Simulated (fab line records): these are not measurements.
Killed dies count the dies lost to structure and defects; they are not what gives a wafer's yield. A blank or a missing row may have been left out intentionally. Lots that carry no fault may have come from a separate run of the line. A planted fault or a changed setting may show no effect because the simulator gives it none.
fab line records || flow nand_harc
record: {"lots": 14, "wafers": 41, "last_day": 24}
route steps=1159 shown P_BONDPAD@385 A_ONON_D1@436 A_CHANNEL_HOLE_D1@462
lots that met no fault: taken from a fault-free run of the same line
start_h: hours from the record's first day to the start of the lot's first wafer shown || wait_h: hours from the lot's prior step to this one || " same as the row above || L1.1+2: several wafers, shown together as one row || - no value present, or no start provided || * or withheld: withheld || < > ~ a bound
route shown NAME@n: NAME is a module with steps in the file, n the number in the route of the first one || usual: mean/standard deviation taken from wafers without a fault || same: alike in all rows || chamber/n: place in a boat || sites: the reading at each site || _std_site: the standard deviation of these || _edge_site: the outer-site mean with the inner-site mean subtracted || radius_mm: how far each site lies from the wafer's centre || mask NAME#n: copy n || behind: tool/chamber where the wafer was last shaped || hold: what put the lot on hold/how long, in hours/how the hold closed || device: names the non-switching transistor (n, p or np) || end of line: the same wafers' tests at the end of the route || where a step has no rows: the recipe by itself || killed: count of dies lost to structure and defects at first sort (not the wafer's yield) || map: per-die view of a wafer (x killed, . not killed, _ where there is no die)
set.NAME: the setting as run; set.NAME@STEP: as run at that earlier step || model.NAME: the simulator's own value behind a step, which no gauge read
a sample of lots followed through the steps of the route, with each step as a table and each wafer as a row
services: from which hour (start_h, from the record's first day; less than 0 if before it) a tool's chamber was out of use, for how many hours, and why
== steps ==
step: NHARC_P_BONDPAD_INSPECT_23
usual: {"raw_defect_count": "310/94"}
{"lot.wafer": "L690.1", "tool": "defect_inspect-02", "chamber": "-", "start_h": 127.02, "wait_h": 0.0, "raw_defect_count": 279}
{"lot.wafer": "L690.3", "tool": "defect_inspect-02", "chamber": "-", "start_h": 127.02, "wait_h": 0.0, "raw_defect_count": 433}
{"lot.wafer": "L690.5", "tool": "defect_inspect-02", "chamber": "-", "start_h": 127.02, "wait_h": 0.0, "raw_defect_count": 257}
{"lot.wafer": "L691.1", "tool": "defect_inspect-01", "chamber": "-", "start_h": 140.69, "wait_h": 0.0, "raw_defect_count": 196}
{"lot.wafer": "L691.4", "tool": "defect_inspect-01", "chamber": "-", "start_h": 140.69, "wait_h": 0.0, "raw_defect_count": 232}
{"lot.wafer": "L691.6", "tool": "defect_inspect-01", "chamber": "-", "start_h": 140.69, "wait_h": 0.0, "raw_defect_count": 441}
{"lot.wafer": "L692.2", "tool": "defect_inspect-02", "chamber": "-", "start_h": 141.09, "wait_h": 0.0, "raw_defect_count": 233}
{"lot.wafer": "L692.5", "tool": "defect_inspect-02", "chamber": "-", "start_h": 141.09, "wait_h": 0.0, "raw_defect_count": 289}
{"lot.wafer": "L692.6", "tool": "defect_inspect-02", "chamber": "-", "start_h": 141.09, "wait_h": 0.0, "raw_defect_count": 310}
{"lot.wafer": "L693.3", "tool": "defect_inspect-01", "chamber": "-", "start_h": 142.22, "wait_h": 0.0, "raw_defect_count": 498}
{"lot.wafer": "L693.4", "tool": "defect_inspect-01", "chamber": "-", "start_h": 142.22, "wait_h": 0.0, "raw_defect_count": 383}
{"lot.wafer": "L693.6", "tool": "defect_inspect-01", "chamber": "-", "start_h": 142.22, "wait_h": 0.0, "raw_defect_count": 339}
{"lot.wafer": "L694.2", "tool": "defect_inspect-02", "chamber": "-", "start_h": 152.25, "wait_h": 0.0, "raw_defect_count": 329}
{"lot.wafer": "L694.3", "tool": "defect_inspect-02", "chamber": "-", "start_h": 152.25, "wait_h": 0.0, "raw_defect_count": 254}
{"lot.wafer": "L694.6", "tool": "defect_inspect-02", "chamber": "-", "start_h": 152.25, "wait_h": 0.0, "raw_defect_count": 264}
{"lot.wafer": "L697.2", "tool": "defect_inspect-01", "chamber": "-", "start_h": 171.31, "wait_h": 0.0, "raw_defect_count": 435}
{"lot.wafer": "L697.3", "tool": "defect_inspect-01", "chamber": "-", "start_h": 171.31, "wait_h": 0.0, "raw_defect_count": 568}
{"lot.wafer": "L697.4", "tool": "defect_inspect-01", "chamber": "-", "start_h": 171.31, "wait_h": 0.0, "raw_defect_count": 375}
{"lot.wafer": "L701.1", "tool": "defect_inspect-02", "chamber": "-", "start_h": 205.64, "wait_h": 0.0, "raw_defect_count": 489}
{"lot.wafer": "L701.3", "tool": "defect_inspect-02", "chamber": "-", "start_h": 205.64, "wait_h": 0.0, "raw_defect_count": 331}
{"lot.wafer": "L701.4", "tool": "defect_inspect-02", "chamber": "-", "start_h": 205.64, "wait_h": 0.0, "raw_defect_count": 319}
{"lot.wafer": "L700.2", "tool": "defect_inspect-02", "chamber": "-", "start_h": 210.51, "wait_h": 0.0, "raw_defect_count": 297}
{"lot.wafer": "L700.3", "tool": "defect_inspect-02", "chamber": "-", "start_h": 210.51, "wait_h": 0.0, "raw_defect_count": 342}
{"lot.wafer": "L700.5", "tool": "defect_inspect-02", "chamber": "-", "start_h": 210.51, "wait_h": 0.0, "raw_defect_count": 276}
{"lot.wafer": "L704.1", "tool": "defect_inspect-02", "chamber": "-", "start_h": 211.32, "wait_h": 0.0, "raw_defect_count": 231}
{"lot.wafer": "L704.5", "tool": "defect_inspect-02", "chamber": "-", "start_h": 211.32, "wait_h": 0.0, "raw_defect_count": 303}
{"lot.wafer": "L704.6", "tool": "defect_inspect-02", "chamber": "-", "start_h": 211.32, "wait_h": 0.0, "raw_defect_count": 229}
{"lot.wafer": "L702.3", "tool": "defect_inspect-02", "chamber": "-", "start_h": 212.74, "wait_h": 0.0, "raw_defect_count": 216}
{"lot.wafer": "L702.5", "tool": "defect_inspect-02", "chamber": "-", "start_h": 212.74, "wait_h": 0.0, "raw_defect_count": 224}
{"lot.wafer": "L708.2", "tool": "defect_inspect-01", "chamber": "-", "start_h": 238.16, "wait_h": 0.0, "raw_defect_count": 482}
{"lot.wafer": "L708.4", "tool": "defect_inspect-01", "chamber": "-", "start_h": 238.16, "wait_h": 0.0, "raw_defect_count": 437}
{"lot.wafer": "L708.5", "tool": "defect_inspect-01", "chamber": "-", "start_h": 238.16, "wait_h": 0.0, "raw_defect_count": 456}
{"lot.wafer": "L711.2", "tool": "defect_inspect-02", "chamber": "-", "start_h": 260.29, "wait_h": 0.0, "raw_defect_count": 228}
{"lot.wafer": "L711.3", "tool": "defect_inspect-02", "chamber": "-", "start_h": 260.29, "wait_h": 0.0, "raw_defect_count": 211}
{"lot.wafer": "L711.5", "tool": "defect_inspect-02", "chamber": "-", "start_h": 260.29, "wait_h": 0.0, "raw_defect_count": 250}
{"lot.wafer": "L710.1", "tool": "defect_inspect-01", "chamber": "-", "start_h": 261.09, "wait_h": 0.0, "raw_defect_count": 445}
{"lot.wafer": "L710.4", "tool": "defect_inspect-01", "chamber": "-", "start_h": 261.09, "wait_h": 0.0, "raw_defect_count": 217}
{"lot.wafer": "L710.5", "tool": "defect_inspect-01", "chamber": "-", "start_h": 261.09, "wait_h": 0.0, "raw_defect_count": 205}
{"lot.wafer": "L712.1", "tool": "defect_inspect-02", "chamber": "-", "start_h": 263.86, "wait_h": 0.0, "raw_defect_count": 310}
{"lot.wafer": "L712.3", "tool": "defect_inspect-02", "chamber": "-", "start_h": 263.86, "wait_h": 0.0, "raw_defect_count": 246}
{"lot.wafer": "L712.4", "tool": "defect_inspect-02", "chamber": "-", "start_h": 263.86, "wait_h": 0.0, "raw_defect_count": 424}
step: NHARC_A_ONON_D1_DEP_16
recipe: {"target_thk_a": 10000, "n2_flow_sccm": 2750, "n2o_flow_sccm": 2000, "nh3_flow_sccm": 500, "sih4_flow_sccm": 210, "temp_c": 400}
usual: {"n2o_flow_sccm": "2001/5.5"}
{"lot.wafer": "L690.1", "tool": "pecvd_onon-04", "chamber": 0, "start_h": 162.30, "wait_h": 0.1, "n2o_flow_sccm": 1992}
{"lot.wafer": "L690.3", "tool": "pecvd_onon-04", "chamber": 0, "start_h": 162.30, "wait_h": 0.1, "n2o_flow_sccm": 1999}
{"lot.wafer": "L690.5", "tool": "pecvd_onon-04", "chamber": 0, "start_h": 162.30, "wait_h": 0.1, "n2o_flow_sccm": 2002}
{"lot.wafer": "L691.1", "tool": "pecvd_onon-03", "chamber": 0, "start_h": 175.18, "wait_h": 0.1, "n2o_flow_sccm": 2005}
{"lot.wafer": "L691.4", "tool": "pecvd_onon-03", "chamber": 0, "start_h": 175.18, "wait_h": 0.1, "n2o_flow_sccm": 2009}
{"lot.wafer": "L691.6", "tool": "pecvd_onon-03", "chamber": 0, "start_h": 175.18, "wait_h": 0.1, "n2o_flow_sccm": 2010}
{"lot.wafer": "L692.2", "tool": "pecvd_onon-02", "chamber": 0, "start_h": 175.24, "wait_h": 0.1, "n2o_flow_sccm": 2006}
{"lot.wafer": "L692.5", "tool": "pecvd_onon-02", "chamber": 0, "start_h": 175.24, "wait_h": 0.1, "n2o_flow_sccm": 2006}
{"lot.wafer": "L692.6", "tool": "pecvd_onon-02", "chamber": 0, "start_h": 175.24, "wait_h": 0.1, "n2o_flow_sccm": 2002}
{"lot.wafer": "L693.3", "tool": "pecvd_onon-04", "chamber": 0, "start_h": 175.31, "wait_h": 0.2, "n2o_flow_sccm": 2005}
{"lot.wafer": "L693.4", "tool": "pecvd_onon-04", "chamber": 0, "start_h": 175.31, "wait_h": 0.2, "n2o_flow_sccm": 2003}
{"lot.wafer": "L693.6", "tool": "pecvd_onon-04", "chamber": 0, "start_h": 175.31, "wait_h": 0.2, "n2o_flow_sccm": 2008}
{"lot.wafer": "L694.2", "tool": "pecvd_onon-02", "chamber": 0, "start_h": 185.14, "wait_h": 0.1, "n2o_flow_sccm": 2007}
{"lot.wafer": "L694.3", "tool": "pecvd_onon-02", "chamber": 0, "start_h": 185.14, "wait_h": 0.1, "n2o_flow_sccm": 2004}
{"lot.wafer": "L694.6", "tool": "pecvd_onon-02", "chamber": 0, "start_h": 185.14, "wait_h": 0.1, "n2o_flow_sccm": 1999}
{"lot.wafer": "L697.2", "tool": "pecvd_onon-02", "chamber": 0, "start_h": 202.64, "wait_h": 0.1, "n2o_flow_sccm": 2000}
{"lot.wafer": "L697.3", "tool": "pecvd_onon-02", "chamber": 0, "start_h": 202.64, "wait_h": 0.1, "n2o_flow_sccm": 2000}
{"lot.wafer": "L697.4", "tool": "pecvd_onon-02", "chamber": 0, "start_h": 202.64, "wait_h": 0.1, "n2o_flow_sccm": 2002}
{"lot.wafer": "L700.2", "tool": "pecvd_onon-03", "chamber": 0, "start_h": 242.78, "wait_h": 0.1, "n2o_flow_sccm": 1999}
{"lot.wafer": "L700.3", "tool": "pecvd_onon-03", "chamber": 0, "start_h": 242.78, "wait_h": 0.1, "n2o_flow_sccm": 2004}
{"lot.wafer": "L700.5", "tool": "pecvd_onon-03", "chamber": 0, "start_h": 242.78, "wait_h": 0.1, "n2o_flow_sccm": 2004}
{"lot.wafer": "L701.1", "tool": "pecvd_onon-02", "chamber": 0, "start_h": 242.88, "wait_h": 0.2, "n2o_flow_sccm": 1997}
{"lot.wafer": "L701.3", "tool": "pecvd_onon-02", "chamber": 0, "start_h": 242.88, "wait_h": 0.2, "n2o_flow_sccm": 2000}
{"lot.wafer": "L701.4", "tool": "pecvd_onon-02", "chamber": 0, "start_h": 242.88, "wait_h": 0.2, "n2o_flow_sccm": 2008}
{"lot.wafer": "L704.1", "tool": "pecvd_onon-03", "chamber": 0, "start_h": 243.08, "wait_h": 0.4, "n2o_flow_sccm": 1990}
{"lot.wafer": "L704.5", "tool": "pecvd_onon-03", "chamber": 0, "start_h": 243.08, "wait_h": 0.4, "n2o_flow_sccm": 1988}
{"lot.wafer": "L704.6", "tool": "pecvd_onon-03", "chamber": 0, "start_h": 243.08, "wait_h": 0.4, "n2o_flow_sccm": 1991}
{"lot.wafer": "L702.3", "tool": "pecvd_onon-02", "chamber": 0, "start_h": 243.35, "wait_h": 0.7, "n2o_flow_sccm": 2000}
{"lot.wafer": "L702.5", "tool": "pecvd_onon-02", "chamber": 0, "start_h": 243.35, "wait_h": 0.7, "n2o_flow_sccm": 2006}
{"lot.wafer": "L708.2", "tool": "pecvd_onon-04", "chamber": 0, "start_h": 270.61, "wait_h": 0.1, "n2o_flow_sccm": 1997}
{"lot.wafer": "L708.4", "tool": "pecvd_onon-04", "chamber": 0, "start_h": 270.61, "wait_h": 0.1, "n2o_flow_sccm": 1996}
{"lot.wafer": "L708.5", "tool": "pecvd_onon-04", "chamber": 0, "start_h": 270.61, "wait_h": 0.1, "n2o_flow_sccm": 2001}
{"lot.wafer": "L712.1", "tool": "pecvd_onon-04", "chamber": 0, "start_h": 293.62, "wait_h": 0.1, "n2o_flow_sccm": 2000}
{"lot.wafer": "L712.3", "tool": "pecvd_onon-04", "chamber": 0, "start_h": 293.62, "wait_h": 0.1, "n2o_flow_sccm": 1998}
{"lot.wafer": "L712.4", "tool": "pecvd_onon-04", "chamber": 0, "start_h": 293.62, "wait_h": 0.1, "n2o_flow_sccm": 2002}
{"lot.wafer": "L711.2", "tool": "pecvd_onon-03", "chamber": 0, "start_h": 293.68, "wait_h": 0.1, "n2o_flow_sccm": 2001}
{"lot.wafer": "L711.3", "tool": "pecvd_onon-03", "chamber": 0, "start_h": 293.68, "wait_h": 0.1, "n2o_flow_sccm": 2007}
{"lot.wafer": "L711.5", "tool": "pecvd_onon-03", "chamber": 0, "start_h": 293.68, "wait_h": 0.1, "n2o_flow_sccm": 1997}
{"lot.wafer": "L710.1", "tool": "pecvd_onon-03", "chamber": 0, "start_h": 293.97, "wait_h": 0.4, "n2o_flow_sccm": 2010}
{"lot.wafer": "L710.4", "tool": "pecvd_onon-03", "chamber": 0, "start_h": 293.97, "wait_h": 0.4, "n2o_flow_sccm": 2001}
{"lot.wafer": "L710.5", "tool": "pecvd_onon-03", "chamber": 0, "start_h": 293.97, "wait_h": 0.4, "n2o_flow_sccm": 2005}
step: NHARC_A_ONON_D1_THK_MEAS_18
recipe: {"thk_meas_gauge": "ellipsometry"}
usual: {"thk_nm": "1002/13"}
{"lot.wafer": "L690.1", "tool": "film_metro-02", "chamber": "-", "start_h": 162.81, "wait_h": "-", "hold": "-", "thk_nm": 989}
{"lot.wafer": "L690.3", "tool": "film_metro-02", "chamber": "-", "start_h": 162.81, "wait_h": "-", "hold": "-", "thk_nm": 988}
{"lot.wafer": "L690.5", "tool": "film_metro-02", "chamber": "-", "start_h": 162.81, "wait_h": "-", "hold": "-", "thk_nm": 989}
{"lot.wafer": "L691.1", "tool": "film_metro-02", "chamber": "-", "start_h": 175.69, "wait_h": "-", "hold": "-", "thk_nm": 986}
{"lot.wafer": "L691.4", "tool": "film_metro-02", "chamber": "-", "start_h": 175.69, "wait_h": "-", "hold": "-", "thk_nm": 985}
{"lot.wafer": "L691.6", "tool": "film_metro-02", "chamber": "-", "start_h": 175.69, "wait_h": "-", "hold": "-", "thk_nm": 986}
{"lot.wafer": "L692.2", "tool": "film_metro-02", "chamber": "-", "start_h": 175.69, "wait_h": "-", "hold": "-", "thk_nm": 996}
{"lot.wafer": "L692.5", "tool": "film_metro-02", "chamber": "-", "start_h": 175.69, "wait_h": "-", "hold": "-", "thk_nm": 993}
{"lot.wafer": "L692.6", "tool": "film_metro-02", "chamber": "-", "start_h": 175.69, "wait_h": "-", "hold": "-", "thk_nm": 993}
{"lot.wafer": "L693.3", "tool": "film_metro-02", "chamber": "-", "start_h": 175.70, "wait_h": "-", "hold": "-", "thk_nm": 1008}
{"lot.wafer": "L693.4", "tool": "film_metro-02", "chamber": "-", "start_h": 175.70, "wait_h": "-", "hold": "-", "thk_nm": 1009}
{"lot.wafer": "L693.6", "tool": "film_metro-02", "chamber": "-", "start_h": 175.70, "wait_h": "-", "hold": "-", "thk_nm": 1009}
{"lot.wafer": "L694.2", "tool": "film_metro-02", "chamber": "-", "start_h": 185.59, "wait_h": "-", "hold": "-", "thk_nm": 1008}
{"lot.wafer": "L694.3", "tool": "film_metro-02", "chamber": "-", "start_h": 185.59, "wait_h": "-", "hold": "-", "thk_nm": 1007}
{"lot.wafer": "L694.6", "tool": "film_metro-02", "chamber": "-", "start_h": 185.59, "wait_h": "-", "hold": "-", "thk_nm": 1009}
{"lot.wafer": "L697.2", "tool": "film_metro-02", "chamber": "-", "start_h": 203.08, "wait_h": "-", "hold": "-", "thk_nm": 993}
{"lot.wafer": "L697.3", "tool": "film_metro-02", "chamber": "-", "start_h": 203.08, "wait_h": "-", "hold": "-", "thk_nm": 993}
{"lot.wafer": "L697.4", "tool": "film_metro-02", "chamber": "-", "start_h": 203.08, "wait_h": "-", "hold": "-", "thk_nm": 993}
{"lot.wafer": "L700.2", "tool": "film_metro-01", "chamber": "-", "start_h": 243.23, "wait_h": "-", "hold": "-", "thk_nm": 1019}
{"lot.wafer": "L700.3", "tool": "film_metro-01", "chamber": "-", "start_h": 243.23, "wait_h": "-", "hold": "-", "thk_nm": 1021}
{"lot.wafer": "L700.5", "tool": "film_metro-01", "chamber": "-", "start_h": 243.23, "wait_h": "-", "hold": "-", "thk_nm": 1023}
{"lot.wafer": "L701.1", "tool": "film_metro-02", "chamber": "-", "start_h": 243.40, "wait_h": "-", "hold": "await_dispo/0.2h/release", "thk_nm": 1005}
{"lot.wafer": "L701.3", "tool": "film_metro-02", "chamber": "-", "start_h": 243.40, "wait_h": "-", "hold": "await_dispo/0.2h/release", "thk_nm": 1785}
{"lot.wafer": "L701.4", "tool": "film_metro-02", "chamber": "-", "start_h": 243.40, "wait_h": "-", "hold": "await_dispo/0.2h/release", "thk_nm": 1782}
{"lot.wafer": "L701.1", "tool": "film_metro-02", "chamber": "-", "start_h": 243.57, "wait_h": 0.2, "hold": "-", "thk_nm": 1006}
{"lot.wafer": "L701.3", "tool": "film_metro-02", "chamber": "-", "start_h": 243.57, "wait_h": 0.2, "hold": "-", "thk_nm": 1786}
{"lot.wafer": "L701.4", "tool": "film_metro-02", "chamber": "-", "start_h": 243.57, "wait_h": 0.2, "hold": "-", "thk_nm": 1783}
{"lot.wafer": "L704.1", "tool": "film_metro-02", "chamber": "-", "start_h": 243.58, "wait_h": "-", "hold": "-", "thk_nm": 993}
{"lot.wafer": "L704.5", "tool": "film_metro-02", "chamber": "-", "start_h": 243.58, "wait_h": "-", "hold": "-", "thk_nm": 995}
{"lot.wafer": "L704.6", "tool": "film_metro-02", "chamber": "-", "start_h": 243.58, "wait_h": "-", "hold": "-", "thk_nm": 994}
{"lot.wafer": "L702.3", "tool": "film_metro-02", "chamber": "-", "start_h": 243.75, "wait_h": "-", "hold": "await_dispo/0.2h/release", "thk_nm": 1757}
{"lot.wafer": "L702.5", "tool": "film_metro-02", "chamber": "-", "start_h": 243.75, "wait_h": "-", "hold": "await_dispo/0.2h/release", "thk_nm": 1755}
{"lot.wafer": "L702.3", "tool": "film_metro-02", "chamber": "-", "start_h": 243.92, "wait_h": 0.2, "hold": "-", "thk_nm": 1757}
{"lot.wafer": "L702.5", "tool": "film_metro-02", "chamber": "-", "start_h": 243.92, "wait_h": 0.2, "hold": "-", "thk_nm": 1758}
{"lot.wafer": "L708.2", "tool": "film_metro-01", "chamber": "-", "start_h": 271.07, "wait_h": "-", "hold": "-", "thk_nm": 996}
{"lot.wafer": "L708.4", "tool": "film_metro-01", "chamber": "-", "start_h": 271.07, "wait_h": "-", "hold": "-", "thk_nm": 998}
{"lot.wafer": "L708.5", "tool": "film_metro-01", "chamber": "-", "start_h": 271.07, "wait_h": "-", "hold": "-", "thk_nm": 996}
{"lot.wafer": "L712.1", "tool": "film_metro-01", "chamber": "-", "start_h": 294.13, "wait_h": "-", "hold": "-", "thk_nm": 1019}
{"lot.wafer": "L712.3", "tool": "film_metro-01", "chamber": "-", "start_h": 294.13, "wait_h": "-", "hold": "-", "thk_nm": 1017}
{"lot.wafer": "L712.4", "tool": "film_metro-01", "chamber": "-", "start_h": 294.13, "wait_h": "-", "hold": "-", "thk_nm": 1017}
{"lot.wafer": "L711.2", "tool": "film_metro-02", "chamber": "-", "start_h": 294.14, "wait_h": "-", "hold": "-", "thk_nm": 1001}
{"lot.wafer": "L711.3", "tool": "film_metro-02", "chamber": "-", "start_h": 294.14, "wait_h": "-", "hold": "-", "thk_nm": 1003}
{"lot.wafer": "L711.5", "tool": "film_metro-02", "chamber": "-", "start_h": 294.14, "wait_h": "-", "hold": "-", "thk_nm": 1001}
{"lot.wafer": "L710.1", "tool": "film_metro-01", "chamber": "-", "start_h": 294.48, "wait_h": "-", "hold": "-", "thk_nm": 995}
{"lot.wafer": "L710.4", "tool": "film_metro-01", "chamber": "-", "start_h": 294.48, "wait_h": "-", "hold": "-", "thk_nm": 997}
{"lot.wafer": "L710.5", "tool": "film_metro-01", "chamber": "-", "start_h": 294.48, "wait_h": "-", "hold": "-", "thk_nm": 996}
step: NHARC_A_CHANNEL_HOLE_D1_CD_MEAS_10
recipe: {"target_cd_nm": 100, "landing_energy_ev": 500}
usual: {"cd_nm": "100.0/0.66"}
{"lot.wafer": "L690.1", "tool": "cd_sem-02", "chamber": 0, "start_h": 170.10, "wait_h": "-", "cd_nm": 99.4}
{"lot.wafer": "L690.3", "tool": "cd_sem-02", "chamber": 0, "start_h": 170.10, "wait_h": "-", "cd_nm": 99.9}
{"lot.wafer": "L690.5", "tool": "cd_sem-02", "chamber": 0, "start_h": 170.10, "wait_h": "-", "cd_nm": 100.2}
{"lot.wafer": "L691.1", "tool": "cd_sem-01", "chamber": 0, "start_h": 183.56, "wait_h": "-", "cd_nm": 99.0}
{"lot.wafer": "L691.4", "tool": "cd_sem-01", "chamber": 0, "start_h": 183.56, "wait_h": "-", "cd_nm": 101.1}
{"lot.wafer": "L691.6", "tool": "cd_sem-01", "chamber": 0, "start_h": 183.56, "wait_h": "-", "cd_nm": 99.8}
{"lot.wafer": "L692.2", "tool": "cd_sem-03", "chamber": 0, "start_h": 184.95, "wait_h": "-", "cd_nm": 100.4}
{"lot.wafer": "L692.5", "tool": "cd_sem-03", "chamber": 0, "start_h": 184.95, "wait_h": "-", "cd_nm": 101.4}
{"lot.wafer": "L692.6", "tool": "cd_sem-03", "chamber": 0, "start_h": 184.95, "wait_h": "-", "cd_nm": 100.3}
{"lot.wafer": "L693.3", "tool": "cd_sem-02", "chamber": 0, "start_h": 185.36, "wait_h": "-", "cd_nm": 100.6}
{"lot.wafer": "L693.4", "tool": "cd_sem-02", "chamber": 0, "start_h": 185.36, "wait_h": "-", "cd_nm": 100.6}
{"lot.wafer": "L693.6", "tool": "cd_sem-02", "chamber": 0, "start_h": 185.36, "wait_h": "-", "cd_nm": 100.7}
{"lot.wafer": "L694.2", "tool": "cd_sem-03", "chamber": 0, "start_h": 193.33, "wait_h": "-", "cd_nm": 101.0}
{"lot.wafer": "L694.3", "tool": "cd_sem-03", "chamber": 0, "start_h": 193.33, "wait_h": "-", "cd_nm": 99.3}
{"lot.wafer": "L694.6", "tool": "cd_sem-03", "chamber": 0, "start_h": 193.33, "wait_h": "-", "cd_nm": 100.7}
{"lot.wafer": "L697.2", "tool": "cd_sem-02", "chamber": 0, "start_h": 208.56, "wait_h": "-", "cd_nm": 100.7}
{"lot.wafer": "L697.3", "tool": "cd_sem-02", "chamber": 0, "start_h": 208.56, "wait_h": "-", "cd_nm": 100.3}
{"lot.wafer": "L697.4", "tool": "cd_sem-02", "chamber": 0, "start_h": 208.56, "wait_h": "-", "cd_nm": 100.0}
{"lot.wafer": "L700.2", "tool": "cd_sem-01", "chamber": 0, "start_h": 249.66, "wait_h": "-", "cd_nm": 99.1}
{"lot.wafer": "L700.3", "tool": "cd_sem-01", "chamber": 0, "start_h": 249.66, "wait_h": "-", "cd_nm": 99.0}
{"lot.wafer": "L700.5", "tool": "cd_sem-01", "chamber": 0, "start_h": 249.66, "wait_h": "-", "cd_nm": 99.6}
{"lot.wafer": "L704.1", "tool": "cd_sem-03", "chamber": 0, "start_h": 251.56, "wait_h": "-", "cd_nm": 99.5}
{"lot.wafer": "L704.5", "tool": "cd_sem-03", "chamber": 0, "start_h": 251.56, "wait_h": "-", "cd_nm": 100.1}
{"lot.wafer": "L704.6", "tool": "cd_sem-03", "chamber": 0, "start_h": 251.56, "wait_h": "-", "cd_nm": 100.2}
{"lot.wafer": "L701.1", "tool": "cd_sem-02", "chamber": 0, "start_h": 255.77, "wait_h": "-", "cd_nm": 99.1}
{"lot.wafer": "L708.2", "tool": "cd_sem-01", "chamber": 0, "start_h": 277.23, "wait_h": "-", "cd_nm": 100.1}
{"lot.wafer": "L708.4", "tool": "cd_sem-01", "chamber": 0, "start_h": 277.23, "wait_h": "-", "cd_nm": 100.6}
{"lot.wafer": "L708.5", "tool": "cd_sem-01", "chamber": 0, "start_h": 277.23, "wait_h": "-", "cd_nm": 99.8}
{"lot.wafer": "L711.2", "tool": "cd_sem-02", "chamber": 0, "start_h": 300.19, "wait_h": "-", "cd_nm": 100.1}
{"lot.wafer": "L711.3", "tool": "cd_sem-02", "chamber": 0, "start_h": 300.19, "wait_h": "-", "cd_nm": 99.2}
{"lot.wafer": "L711.5", "tool": "cd_sem-02", "chamber": 0, "start_h": 300.19, "wait_h": "-", "cd_nm": 99.7}
{"lot.wafer": "L712.1", "tool": "cd_sem-03", "chamber": 0, "start_h": 301.40, "wait_h": "-", "cd_nm": 101.0}
{"lot.wafer": "L712.3", "tool": "cd_sem-03", "chamber": 0, "start_h": 301.40, "wait_h": "-", "cd_nm": 101.7}
{"lot.wafer": "L712.4", "tool": "cd_sem-03", "chamber": 0, "start_h": 301.40, "wait_h": "-", "cd_nm": 100.8}
{"lot.wafer": "L710.1", "tool": "cd_sem-02", "chamber": 0, "start_h": 304.20, "wait_h": "-", "cd_nm": 101.4}
{"lot.wafer": "L710.4", "tool": "cd_sem-02", "chamber": 0, "start_h": 304.20, "wait_h": "-", "cd_nm": 100.0}
{"lot.wafer": "L710.5", "tool": "cd_sem-02", "chamber": 0, "start_h": 304.20, "wait_h": "-", "cd_nm": 101.3}
== services ==
{"tool": "pecvd_onon-03", "chamber": "-", "start_h": 153.00, "hours": 13.0, "kind": "pm"}
{"tool": "pecvd_onon-04", "chamber": "-", "start_h": 237.00, "hours": 13.0, "kind": "pm"}
{"tool": "pecvd_onon-02", "chamber": "-", "start_h": 292.21, "hours": 13.0, "kind": "pm"}
== key ==
first_sign: {"step": "NHARC_A_ONON_D1_THK_MEAS_18", "reading": "visit", "direction": "added"}
effect: {"step": "NHARC_A_ONON_D1_THK_MEAS_18", "reading": "thk_nm", "direction": "up", "sigmas": 60, "usual": 1002, "struck": 1770}
met_at NHARC_A_ONON_D1_DEP_16
struck_lots L701,L702
struck_wafers L701.3,L701.4,L702.3,L702.5
later_rows_left_out L701.3,L701.4,L702.3,L702.5
sort_left_out L701.3,L701.4,L702.3,L702.5
tester_left_out L701,L702
not_acting_at NHARC_P_BONDPAD_INSPECT_23,NHARC_A_CHANNEL_HOLE_D1_CD_MEAS_10
onset_between 202.64 242.88
fault: {"kind": "process_parameter_drift", "tool": "pecvd_onon-02", "chamber": "-", "onset_h": 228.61, "steps": "NHARC_A_ONON_D1_DEP_16", "channel": "target_thk_a", "offset": "*", "shape": "step", "end_h": 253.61, "scope": "struck_wafers_only", "acts_in": "*", "stated": "*"}
tester_left_out: of these lots the tester's yield and bins aren't shown, on N5 and GAA mostly nor the transistor test; their killed dies are dies lost to structure and defects alone, not to doping, threshold or leakage, so they don't give the yield
sort_left_out: the simulated sort isn't trusted on such a fault, so these wafers' sort isn't shown, and their yield isn't known
later_rows_left_out: the simulator's readings of these wafers behind a module that went badly wrong aren't trusted and aren't shown, but for the sort
